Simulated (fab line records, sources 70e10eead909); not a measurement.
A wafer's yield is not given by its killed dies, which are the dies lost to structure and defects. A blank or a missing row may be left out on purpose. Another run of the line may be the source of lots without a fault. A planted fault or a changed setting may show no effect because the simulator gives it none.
Chamber matching    flow nand harc    4 sister chambers for NHARC_A_CONTACT_ETCH_48 on rie diel-11
The step etches the open film in CF4, target depth 39 nm, time 65 s. 4 wafers are shown with their chamber, then 11 later ones without.

## EACH WAFER AND ITS CHAMBER
wafer   chamber  showerhead plenum p Torr (Torr)
L088.5  2        1.74
L090.1  1        1.72
L090.5  3        1.68
L091.2  0        1.64

## WAFERS WITH NO CHAMBER GIVEN
wafer   showerhead plenum p Torr (Torr)
L091.3  1.68
L091.4  1.74
L092.1  1.64
L092.2  1.72
L092.4  1.68
L095.2  1.68
L095.3  1.73
L095.6  1.68
L097.2  1.73
L097.3  1.64
L097.5  1.72

## CHAMBER TAKEN BY EACH
wafer   from the rows above      in truth
L091.3  3                        3
L091.4  2                        2
L092.1  0                        0
L092.2  1                        1
L092.4  3                        3
L095.2  3                        3
L095.3  can't be placed: 1 or 2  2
L095.6  3                        3
L097.2  can't be placed: 1 or 2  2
L097.3  0                        0
L097.5  1                        1
Correct placement for 9 of the 11. Unplaceable from these rows: 2, with the true chamber sitting among the candidates in 2. Wrongly placed: 0.
How it was worked out, from the rows above alone: a wafer's distance from a chamber is the root of the sum, over the readings, of the square of ((its reading less the chamber's mean) divided by the reading's scatter). If the next closest chamber is less than 2 further off than the closest, the wafer can't be placed; otherwise it belongs to the closest. For every chamber, the mean is computed from those of its wafers that are shown. The scatter: with one shown wafer a chamber, the root of the mean of the squares of how far each hidden wafer lies from its nearest shown one.
